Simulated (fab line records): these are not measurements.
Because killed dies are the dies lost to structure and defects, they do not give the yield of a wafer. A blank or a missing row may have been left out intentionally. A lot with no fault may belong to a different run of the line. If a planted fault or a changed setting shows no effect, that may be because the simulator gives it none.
Chamber matching | flow n5 finfet | cvd co-01 running N5_BEOL_M2_CO_CAP_55: 3 sister chambers
The step material Co, precursor CCTBA/H2, target thk 2 nm, time 102.1 s. 3 wafers are shown with their chamber, then 12 later ones without.

## EACH WAFER AND ITS CHAMBER
wafer  | chamber | heater power w (W)
L093.1 | 0       | 227
L093.4 | 1       | 259
L093.6 | 2       | 220

## WAFERS MISSING THEIR CHAMBER
wafer  | heater power w (W)
L094.1 | 215
L094.2 | 227
L094.6 | 224
L097.1 | 254
L097.2 | 217
L097.3 | 228
L095.3 | 216
L095.5 | 215
L095.6 | 228
L096.1 | 225
L096.4 | 251
L096.6 | 221

## THE CHAMBER EACH PASSED THROUGH
wafer  | from the rows above     | in truth
L094.1 | can't be placed: 2 or 0 | 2
L094.2 | can't be placed: 0 or 2 | 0
L094.6 | can't be placed: 0 or 2 | 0
L097.1 | 1                       | 1
L097.2 | can't be placed: 2 or 0 | 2
L097.3 | can't be placed: 0 or 2 | 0
L095.3 | can't be placed: 2 or 0 | 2
L095.5 | can't be placed: 2 or 0 | 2
L095.6 | can't be placed: 0 or 2 | 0
L096.1 | can't be placed: 0 or 2 | 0
L096.4 | 1                       | 1
L096.6 | can't be placed: 2 or 0 | 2
Correctly placed: 2 of 12. From these rows, 10 cannot be placed; in 10 the true chamber is one of the candidates. 0 placed wrongly.
How it was worked out, from the rows above alone: a wafer's distance from a chamber is the root of the sum, over the readings, of the square of ((its reading less the chamber's mean) divided by the reading's scatter). If the next closest chamber is less than 2 further off than the closest, the wafer can't be placed; otherwise it belongs to the closest. The mean given for a chamber averages the wafers shown for that chamber. The scatter: root of mean squared gap, hidden wafer to nearest shown wafer, with one shown wafer a chamber.
